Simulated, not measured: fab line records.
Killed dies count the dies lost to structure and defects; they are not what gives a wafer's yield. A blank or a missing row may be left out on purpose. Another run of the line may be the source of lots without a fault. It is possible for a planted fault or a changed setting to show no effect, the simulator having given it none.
Which of the tools did it? | flow n5Finfet | 9 lots, 27 wafers sampled, at 6 steps of a route of 1938

== WHAT EACH GAUGE READ, for each wafer ==
N5_SD_EPI_N_CD_MEAS_09: the cd target is 120 nm.
lot  | measured    | on       | cdNm (nm)
L075 | day 3 06:31 | cdSem-02 | 120.8 119.3 119.6
L077 | day 3 19:58 | cdSem-02 | 118.9 119.2 120.6
L080 | day 4 14:04 | cdSem-01 | 120.4 118.7 118.8
L082 | day 5 02:29 | cdSem-01 | 119.7 120.7 119.8
L087 | day 6 07:08 | cdSem-01 | 120.2 118.3 119.3
L089 | day 6 16:53 | cdSem-03 | 119.7 118.7 118.4
L092 | day 7 13:17 | cdSem-02 | 120.9 119.1 119.7
L094 | day 8 01:31 | cdSem-01 | 119.8 119.9 120.3
L096 | day 8 17:32 | cdSem-02 | 120.0 121.0 121.1

== WHICH TOOL RAN EACH LOT (tool, then ch and the chambers of the sampled wafers, then the start) ==
lot  | N5_STI_FIN_REVEAL_DENSIFY_30   | N5_DUMMY_GATE_DESCUM_20          | N5_DUMMY_GATE_ETCH_36            | N5_DUMMY_GATE_ETCH_37            | N5_DUMMY_GATE_HM_OPEN_21
L075 | rtpAnneal-02 ch 0, day 2 16:17 | rieDiel-06 ch 2,3, day 3 04:22   | rieDiel-06 ch 2,3, day 3 04:28   | rieDiel-06 ch 2,3, day 3 04:30   | rieDiel-02 ch 0,1,2, day 3 04:52
L077 | rtpAnneal-01 ch 0, day 3 05:26 | rieDiel-02 ch 0,2,3, day 3 17:31 | rieDiel-02 ch 0,2,3, day 3 17:37 | rieDiel-02 ch 0,2,3, day 3 17:39 | rieDiel-06 ch 1,3, day 3 18:20
L080 | rtpAnneal-02 ch 0, day 3 21:40 | rieDiel-04 ch 0,1,3, day 4 11:50 | rieDiel-04 ch 0,1,3, day 4 11:56 | rieDiel-04 ch 0,1,3, day 4 11:59 | rieDiel-02 ch 0,2,3, day 4 12:20
L082 | rtpAnneal-02 ch 0, day 4 11:53 | rieDiel-02 ch 1,3, day 4 23:59   | rieDiel-02 ch 1,3, day 5 00:05   | rieDiel-02 ch 1,3, day 5 00:07   | rieDiel-04 ch 0,1, day 5 00:40
L087 | rtpAnneal-01 ch 0, day 5 16:25 | rieDiel-02 ch 0,2, day 6 04:13   | rieDiel-02 ch 0,2, day 6 04:20   | rieDiel-02 ch 0,2, day 6 04:22   | rieDiel-04 ch 0,1,2, day 6 05:20
L089 | rtpAnneal-01 ch 0, day 6 02:44 | rieDiel-02 ch 1,2,3, day 6 14:44 | rieDiel-02 ch 1,2,3, day 6 14:50 | rieDiel-02 ch 1,2,3, day 6 14:53 | rieDiel-04 ch 0,1,2, day 6 15:14
L092 | rtpAnneal-02 ch 0, day 6 22:44 | rieDiel-06 ch 0,1,3, day 7 10:35 | rieDiel-06 ch 0,1,3, day 7 10:41 | rieDiel-06 ch 0,1,3, day 7 10:43 | rieDiel-06 ch 0,1,3, day 7 11:25
L094 | rtpAnneal-01 ch 0, day 7 10:00 | rieDiel-06 ch 0,3, day 7 23:11   | rieDiel-06 ch 0,3, day 7 23:18   | rieDiel-06 ch 0,3, day 7 23:20   | rieDiel-04 ch 0,3, day 7 23:42
L096 | rtpAnneal-01 ch 0, day 7 22:03 | rieDiel-02 ch 0,2,3, day 8 15:22 | rieDiel-02 ch 0,2,3, day 8 15:29 | rieDiel-02 ch 0,2,3, day 8 15:31 | rieDiel-06 ch 0,1,2, day 8 15:53
- N5_STI_FIN_REVEAL_DENSIFY_30
- N5_DUMMY_GATE_DESCUM_20: chemistry O2, time 6.2 s.
- N5_DUMMY_GATE_ETCH_36: etches SiARC in CF4, target depth 13 nm.
- N5_DUMMY_GATE_ETCH_37: etches SOC in N2/H2, target depth 60 nm, overetch 30 nm.
- N5_DUMMY_GATE_HM_OPEN_21: chemistry CH3F/O2, target SiNx, target depth 120 nm, time 171.4 s.

== THE ANSWER, worked out from the rows above alone ==
Rule: the usual values come from the lots themselves. The widest of any qualifying gaps counts: lots, ordered by their means at a reading, are off when they make up no more than a third of the lots, leave a main group of 4 or more, and stand apart from it by 3 or more times the standard deviation of that group's means. A main group is skipped when, at the precision printed for the reading in the tables above, its means are all equal. A lot without any number at a reading at which 4 lots or more have one is off too. Where the step has rows for the other lots, those lots are counted as sound.
No lot is off on any of the readings shown, so nothing can be concluded from this.

== WHAT THE SIMULATOR PUT IN ==
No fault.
